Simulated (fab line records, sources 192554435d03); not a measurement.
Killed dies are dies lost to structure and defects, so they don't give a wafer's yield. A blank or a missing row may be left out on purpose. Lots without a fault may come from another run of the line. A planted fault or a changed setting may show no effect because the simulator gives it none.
One fault seen from 2 desks | flow n5_finfet | each desk has only its own numbers; what lay behind them comes last

THE DEFECT DESK
What the inspections along the route counted, lot by lot: means of the sampled wafers that have a number. A lot is out of limits, marked OUT, if its mean lies more than 4 standard deviations from the usual mean; the brackets give that distance.
Columns: A = raw_defect_count at N5_BEOL_M7_INSPECT_58, usual 70
lot  | first seen here | A
L470 | day 10 19:27    | 91
L472 | day 11 17:31    | 52
L471 | day 11 18:02    | 94
L474 | day 11 21:44    | 49
L480 | day 13 16:44    | 55
L479 | day 13 17:08    | 82
L482 | day 14 14:32    | 64
L485 | day 14 17:12    | 65
L487 | day 14 23:13    | 93
L488 | day 15 12:20    | 54
L489 | day 16 09:57    | 36
L490 | day 16 12:19    | 70
This desk's finding: nothing out of limits on any of the 12 lots.

THE METROLOGY DESK
What the gauges read, lot by lot, whatever tool the lot ran on: means of the sampled wafers that have a number. A lot is out of limits, marked OUT, if its mean lies more than 4 standard deviations from the usual mean; the brackets give that distance.
Columns: A = M7_THK at N5_BEOL_M7_THK_MEAS_53, usual 81.4 nm
lot  | first seen here | A
L470 | day 10 19:17    | 79.6
L472 | day 11 17:19    | 79.7
L471 | day 11 17:52    | 83.6
L474 | day 11 21:35    | 79.4
L480 | day 13 16:34    | 80.5
L479 | day 13 16:59    | 83.4
L482 | day 14 14:23    | 81.5
L485 | day 14 17:02    | 82.7
L487 | day 14 23:04    | 81.1
L488 | day 15 12:11    | 81.4
L489 | day 16 09:47    | 78.7
L490 | day 16 12:08    | 82.9
This desk's finding: nothing out of limits on any of the 12 lots.

PUT TOGETHER
The defect desk saw nothing out of limits.
The metrology desk saw nothing out of limits.

WHAT THE SIMULATOR HAD PUT IN
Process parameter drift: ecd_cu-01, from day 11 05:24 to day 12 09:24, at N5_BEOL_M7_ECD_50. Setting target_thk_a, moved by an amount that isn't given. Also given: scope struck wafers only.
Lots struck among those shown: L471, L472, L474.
